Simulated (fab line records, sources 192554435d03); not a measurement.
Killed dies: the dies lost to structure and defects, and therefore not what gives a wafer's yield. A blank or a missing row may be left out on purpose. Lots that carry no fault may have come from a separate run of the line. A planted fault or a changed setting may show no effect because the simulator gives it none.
Chamber matching + flow n5-finfet + N5_MOL_CONTACT_COAG_ALD_123 on ald-sin-04: 4 sister chambers
The step deposits SiNx, target thk 5 nm, pulse time 1 s, purge time 2 s. 4 wafers are shown with their chamber, then 8 later ones without.

WAFERS PAIRED WITH THEIR CHAMBERS
| wafer  | chamber | heater-power-w (W) |
|--------|---------|--------------------|
| L078.6 | 1       | 702                |
| L083.5 | 0       | 888                |
| L083.6 | 3       | 777                |
| L091.1 | 2       | 903                |

WAFERS WHOSE CHAMBER IS MISSING
| wafer  | heater-power-w (W) |
|--------|--------------------|
| L091.3 | 685                |
| L091.4 | 927                |
| L089.1 | 694                |
| L089.4 | 905                |
| L089.6 | 758                |
| L096.2 | 768                |
| L096.3 | 904                |
| L096.4 | 697                |

THE CHAMBER EACH PASSED THROUGH
| wafer  | from the rows above     | in truth |
|--------|-------------------------|----------|
| L091.3 | 1                       | 1        |
| L091.4 | can't be placed: 2 or 0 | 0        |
| L089.1 | 1                       | 1        |
| L089.4 | can't be placed: 2 or 0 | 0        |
| L089.6 | 3                       | 3        |
| L096.2 | 3                       | 3        |
| L096.3 | can't be placed: 2 or 0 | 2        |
| L096.4 | 1                       | 1        |
5 of 8 placed correctly. These rows do not allow placing 3 (true chamber among the candidates in 3). Wrongly placed: 0.
How it was worked out, from the rows above alone: a wafer's distance from a chamber is the root of the sum, over the readings, of the square of ((its reading less the chamber's mean) divided by the reading's scatter). If the next closest chamber is less than 2 further off than the closest, the wafer can't be placed; otherwise it belongs to the closest. A chamber's mean is the mean of its shown wafers. The scatter: root of mean squared gap, hidden wafer to nearest shown wafer, with one shown wafer a chamber.
